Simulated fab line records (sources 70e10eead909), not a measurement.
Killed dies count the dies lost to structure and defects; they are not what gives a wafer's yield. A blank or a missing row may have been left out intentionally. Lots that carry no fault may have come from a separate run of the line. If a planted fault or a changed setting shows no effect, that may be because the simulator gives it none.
Chamber matching || flow nandHarc || NHARC_P_BONDPAD_STRIP_15 on rieDiel-12 has 4 sister chambers
The step strips in O2. 8 wafers are shown with their chamber, then 8 later ones without.

## EACH WAFER AND ITS CHAMBER
{"wafer": "L484.6", "chamber": 0, "showerheadPlenumPTorr (Torr)": 3.64, "throttleValvePct (%)": 17.028}
{"wafer": "L487.3", "chamber": 3, "showerheadPlenumPTorr (Torr)": 3.52, "throttleValvePct (%)": 17.037}
{"wafer": "L486.3", "chamber": 3, "showerheadPlenumPTorr (Torr)": 3.52, "throttleValvePct (%)": 17.038}
{"wafer": "L486.4", "chamber": 1, "showerheadPlenumPTorr (Torr)": 3.69, "throttleValvePct (%)": 17.036}
{"wafer": "L497.1", "chamber": 2, "showerheadPlenumPTorr (Torr)": 3.40, "throttleValvePct (%)": 17.038}
{"wafer": "L497.4", "chamber": 2, "showerheadPlenumPTorr (Torr)": 3.40, "throttleValvePct (%)": 17.030}
{"wafer": "L497.5", "chamber": 0, "showerheadPlenumPTorr (Torr)": 3.63, "throttleValvePct (%)": 17.028}
{"wafer": "L502.2", "chamber": 1, "showerheadPlenumPTorr (Torr)": 3.69, "throttleValvePct (%)": 17.041}

## WAFERS WITHOUT THEIR CHAMBER
{"wafer": "L502.3", "showerheadPlenumPTorr (Torr)": 3.63, "throttleValvePct (%)": 17.054}
{"wafer": "L502.4", "showerheadPlenumPTorr (Torr)": 3.63, "throttleValvePct (%)": 17.024}
{"wafer": "L504.2", "showerheadPlenumPTorr (Torr)": 3.63, "throttleValvePct (%)": 17.039}
{"wafer": "L504.5", "showerheadPlenumPTorr (Torr)": 3.40, "throttleValvePct (%)": 17.037}
{"wafer": "L504.6", "showerheadPlenumPTorr (Torr)": 3.69, "throttleValvePct (%)": 17.036}
{"wafer": "L505.1", "showerheadPlenumPTorr (Torr)": 3.52, "throttleValvePct (%)": 17.025}
{"wafer": "L505.3", "showerheadPlenumPTorr (Torr)": 3.69, "throttleValvePct (%)": 17.050}
{"wafer": "L505.5", "showerheadPlenumPTorr (Torr)": 3.69, "throttleValvePct (%)": 17.035}

## CHAMBER TAKEN BY EACH
{"wafer": "L502.3", "from the rows above": 0, "in truth": 0}
{"wafer": "L502.4", "from the rows above": 0, "in truth": 0}
{"wafer": "L504.2", "from the rows above": 0, "in truth": 0}
{"wafer": "L504.5", "from the rows above": 2, "in truth": 2}
{"wafer": "L504.6", "from the rows above": 1, "in truth": 1}
{"wafer": "L505.1", "from the rows above": 3, "in truth": 3}
{"wafer": "L505.3", "from the rows above": 1, "in truth": 1}
{"wafer": "L505.5", "from the rows above": 1, "in truth": 1}
Placed correctly: 8 of 8. Can't be placed from these rows: 0. Placed wrongly: 0.
How it was worked out, from the rows above alone: a wafer's distance from a chamber is the root of the sum, over the readings, of the square of ((its reading less the chamber's mean) divided by the reading's scatter). If the next closest chamber is less than 2 further off than the closest, the wafer can't be placed; otherwise it belongs to the closest. A chamber's mean is the mean of its shown wafers. How the scatter is found: for the shown wafers, subtract from each reading the mean of its chamber, square and add these, divide the total by (wafers less chambers), then take the root.
